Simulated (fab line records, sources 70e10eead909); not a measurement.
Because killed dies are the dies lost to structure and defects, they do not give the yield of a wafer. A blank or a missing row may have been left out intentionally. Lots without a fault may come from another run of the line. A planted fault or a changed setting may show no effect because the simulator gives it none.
Which tool did it? ; flow nand harc ; 12 lots, 36 wafers sampled, at 5 steps of a route of 1159

WHAT THE GAUGES READ, wafer by wafer
NHARC_P_BONDPAD_THK_MEAS_33: measures by ellipsometry.
lot;measured;on;thk nm (nm)
L631;day 6 18:24;film metro-02;199.0 202.5 202.5
L633;day 7 18:15;film metro-01;201.7 197.4 200.4
L637;day 8 05:37;film metro-01;202.4 201.1 202.7
L639;day 8 22:05;film metro-02;198.3 201.9 200.5
L638;day 8 22:37;film metro-02;201.3 198.3 201.3
L642;day 9 20:40;film metro-01;199.5 201.6 204.6
L641;day 9 21:13;film metro-01;200.3 197.5 200.1
L643;day 10 06:35;film metro-02;199.6 200.3 199.5
L644;day 10 07:47;film metro-01;201.1 198.6 198.6
L645;day 10 21:42;film metro-01;202.3 202.0 201.2
L650;day 11 17:07;film metro-02;201.6 197.9 202.6
L651;day 12 16:22;film metro-02;197.9 196.2 197.3

NHARC_P_BONDPAD_CD_MEAS_13.
lot;measured;on;cd nm (nm)
L631;day 6 19:30;cd sem-03;505.4 497.3 502.1
L633;day 7 19:14;cd sem-03;500.0 503.0 504.8
L637;day 8 06:47;cd sem-03;504.5 503.2 502.7
L639;day 8 23:14;cd sem-02;500.4 503.1 502.5
L638;day 8 23:44;cd sem-02;499.7 497.6 500.6
L642;day 9 21:46;cd sem-02;505.7 503.7 501.5
L641;day 9 22:22;cd sem-01;506.0 508.3 502.3
L643;day 10 07:41;cd sem-03;499.3 494.8 500.5
L644;day 10 08:55;cd sem-03;498.6 500.0 497.5
L645;day 10 22:52;cd sem-03;502.9 502.3 503.5
L650;day 11 18:06;cd sem-01;498.9 498.5 504.1
L651;day 12 17:28;cd sem-03;502.7 501.6 502.0

NHARC_END_SORT_01.
lot;measured;on;defect limited yield (%);killed at array;killed at other;killed at periphery;killed dies;killed open;killed short;sort_bin_2_pct (%);sort_bin_3_pct (%);sort_bin_4_pct (%);sort n pass;sort rim yield pct (%);sort yield pct (%)
L631;day 20 06:23;prober-01;95.1 95.0 97.2;31 32 14;1 0 2;1 2 3;33 34 19;6 6 1;0 4 3;1.8 2.1 0.6;0.59 0.15 0.30;2.5 2.8 1.9;644 643 658;98.1 96.2 98.1;95.1 95.0 97.2
L633;day 21 00:19;prober-02;98.4 96.6 96.9;9 19 16;0 2 4;2 2 1;11 23 21;4 4 4;2 3 4;0 1.2 0.4;0.15 0.15 0;1.5 2.1 2.7;666 654 656;100.0 100.0 93.4;98.4 96.6 96.9
L637;day 21 00:04;prober-01;95.4 96.6 94.2;30 21 36;1 1 0;0 1 3;31 23 39;0 0 5;0 0 0;1.8 1.0 3.1;0.15 0.15 0.15;2.7 2.2 2.5;646 654 638;99.1 98.1 99.1;95.4 96.6 94.2
L639;day 21 09:49;prober-01;96.9 94.4 96.6;20 34 19;0 1 0;1 3 4;21 38 23;2 3 4;0 2 3;0.6 1.6 2.1;0.30 0 0;2.2 4.0 1.3;656 639 654;97.2 97.2 96.2;96.9 94.4 96.6
L638;day 21 21:18;prober-02;94.8 95.4 94.2;30 30 37;0 0 0;5 1 2;35 31 39;5 4 6;2 3 5;1.8 1.8 1.2;0.30 0.44 0.15;3.1 2.4 4.4;642 646 638;95.3 95.3 95.3;94.8 95.4 94.2
L642;day 21 21:55;prober-01;96.9 97.5 95.6;18 13 29;2 1 0;1 3 1;21 17 30;5 5 9;3 1 0;1.0 0.4 1.0;0.15 0 0.15;1.9 2.1 3.2;656 660 647;97.2 96.2 95.3;96.9 97.5 95.6
L641;day 22 06:43;prober-02;0 0 0;32 28 24;0 0 0;645 649 653;677 677 677;3 5 1;2 4 0;96.2 96.8 97.5;0.15 0 0.15;3.7 3.2 2.4;0 0 0;0 0 0;0 0 0
L643;day 22 18:08;prober-02;0 0 0;26 29 26;0 0 0;651 648 651;677 677 677;3 3 1;2 2 2;97.2 96.5 96.9;0 0.30 0.15;2.8 3.2 3.0;0 0 0;0 0 0;0 0 0
L644;day 22 18:57;prober-01;0 0 0;39 37 35;0 0 1;638 640 641;677 677 677;1 3 2;2 5 3;95.3 96.3 97.0;0.15 0.74 0;4.6 3.0 3.0;0 0 0;0 0 0;0 0 0
L645;day 23 15:56;prober-01;96.9 97.0 96.3;20 16 21;0 2 1;1 2 3;21 20 25;2 5 3;0 1 4;0.9 1.0 1.2;0.30 0.15 0.44;1.9 1.8 2.1;656 657 652;97.2 97.2 98.1;96.9 97.0 96.3
L650;day 24 18:47;prober-02;92.0 92.3 94.2;46 46 32;1 0 0;7 6 7;54 52 39;7 1 2;2 5 0;3.1 2.2 1.3;0.74 0.74 0.30;4.1 4.7 4.1;623 625 638;96.2 93.4 95.3;92.0 92.3 94.2
L651;day 25 11:56;prober-02;94.7 95.7 94.7;34 27 30;1 1 2;1 1 4;36 29 36;5 3 2;0 2 1;1.2 1.0 2.4;0.74 0.44 0.30;3.4 2.8 2.7;641 648 641;98.1 95.3 95.3;94.7 95.7 94.7

TOOL THAT RAN EACH LOT (tool first, then ch and the chambers of the sampled wafers, then the start)
lot;NHARC_P_BONDPAD_ETCH_37;NHARC_P_BONDPAD_PVD_27
L631;rie diel-08 ch 0,1,3, day 6 19:17;pvd sputter-02, day 20 06:23 or earlier
L633;rie diel-11 ch 0,1, day 7 19:00;pvd sputter-03, day 21 00:19 or earlier
L637;rie diel-10 ch 1,2,3, day 8 06:32;pvd sputter-02, day 21 00:04 or earlier
L639;rie diel-08 ch 1,2, day 8 22:58;pvd sputter-02, day 21 09:49 or earlier
L638;rie diel-08 ch 0,1,3, day 8 23:30;pvd sputter-03, day 21 21:18 or earlier
L642;rie diel-08 ch 0,1,3, day 9 21:32;pvd sputter-01, day 21 21:55 or earlier
L641;rie diel-10 ch 1,2,3, day 9 22:07;pvd sputter-01, day 22 06:43 or earlier
L643;rie diel-08 ch 2,3, day 10 07:28;pvd sputter-02, day 22 18:08 or earlier
L644;rie diel-08 ch 0,2,3, day 10 08:41;pvd sputter-03, day 22 18:57 or earlier
L645;rie diel-11 ch 0,1, day 10 22:36;pvd sputter-02, day 23 15:56 or earlier
L650;rie diel-08 ch 0,1,3, day 11 17:53;pvd sputter-03, day 24 18:47 or earlier
L651;rie diel-08 ch 0,3, day 12 17:13;pvd sputter-01, day 25 11:56 or earlier
- NHARC_P_BONDPAD_ETCH_37: etches the open film in N2/H2, target depth 60 nm, overetch 18 nm, time 65.91 s.
- NHARC_P_BONDPAD_PVD_27: deposits Cu, target thk 30 nm, time 20.49 s.

WHAT THE TOOLS THEMSELVES READ (means of the sampled wafers that have a number; where no wafer has one, the mark that the record gives instead)
NHARC_P_BONDPAD_ETCH_37.
lot;tool;bias w (W);chamber pressure mTorr (mTorr);drypump motor current A (A);oes product au (a.u.);rf vpp V (V);showerhead plenum p Torr (Torr);throttle valve pct (%)
L631;rie diel-08;149.9;29.987;5.5;1.015;430.0;2.04;14.177
L633;rie diel-11;149.8;29.993;5.8;0.984;429.4;2.03;14.180
L637;rie diel-10;150.2;29.982;6.0;1.011;428.8;2.00;14.166
L639;rie diel-08;149.6;29.987;5.9;1.013;432.1;2.09;14.177
L638;rie diel-08;149.7;30.001;5.5;1.008;429.9;2.04;14.177
L642;rie diel-08;150.4;30.018;5.5;1.003;430.3;2.04;14.174
L641;rie diel-10;-;-;-;-;-;-;-
L643;rie diel-08;-;-;-;-;-;-;-
L644;rie diel-08;-;-;-;-;-;-;-
L645;rie diel-11;150.0;30.035;5.5;0.993;427.9;1.97;14.174
L650;rie diel-08;150.2;30.014;5.5;1.007;430.8;2.03;14.185
L651;rie diel-08;150.0;30.000;5.4;1.006;428.2;1.94;14.173

NHARC_P_BONDPAD_PVD_27.
lot;tool;throttle valve pct (%)
L631;pvd sputter-02;29.4
L633;pvd sputter-03;30.0
L637;pvd sputter-02;28.7
L639;pvd sputter-02;28.8
L638;pvd sputter-03;29.0
L642;pvd sputter-01;29.3
L641;pvd sputter-01;30.1
L643;pvd sputter-02;29.5
L644;pvd sputter-03;29.0
L645;pvd sputter-02;28.3
L650;pvd sputter-03;29.1
L651;pvd sputter-01;29.3

THE ANSWER, worked out from the rows above alone
Rule: what is usual is taken from the lots themselves. Put in order of their means at a reading, lots are off if they are a third of the lots or fewer, leave a main group of 4 or more, and stand apart from it by a gap of 3 or more times the standard deviation of the main group's means; of several such gaps the widest counts. The tables above print the reading to a certain number of digits; a main group whose means all agree to those digits is not used. Also off: a lot with no number at a reading for which 4 or more lots have one. All remaining lots with rows at the step are treated as sound. After the gauges, taken in route order, come the tools' own readings; for these a lot's mean is taken, as printed above. The first step at which some lot is off is used, and at that step the reading that is off furthest; a lot without a number counts as furthest.
Off, at NHARC_END_SORT_01 on killed at periphery: L641, L643, L644. The main group has a mean of 2.5 with a standard deviation of 1.5.
A tool fits if, at a process step before that reading, it ran every lot that is off, and no sound lot after the first of them. Not tried: the gauges at NHARC_END_SORT_01; whatever is off there is also off at NHARC_P_BONDPAD_ETCH_37, on other tools, and gauge error can't account for it. Because NHARC_P_BONDPAD_PVD_27 lacks a start for some lots, the hours and order of its lots are taken from NHARC_END_SORT_01. Not one of the candidates tried fits.

WHAT THE SIMULATOR HAD PUT IN
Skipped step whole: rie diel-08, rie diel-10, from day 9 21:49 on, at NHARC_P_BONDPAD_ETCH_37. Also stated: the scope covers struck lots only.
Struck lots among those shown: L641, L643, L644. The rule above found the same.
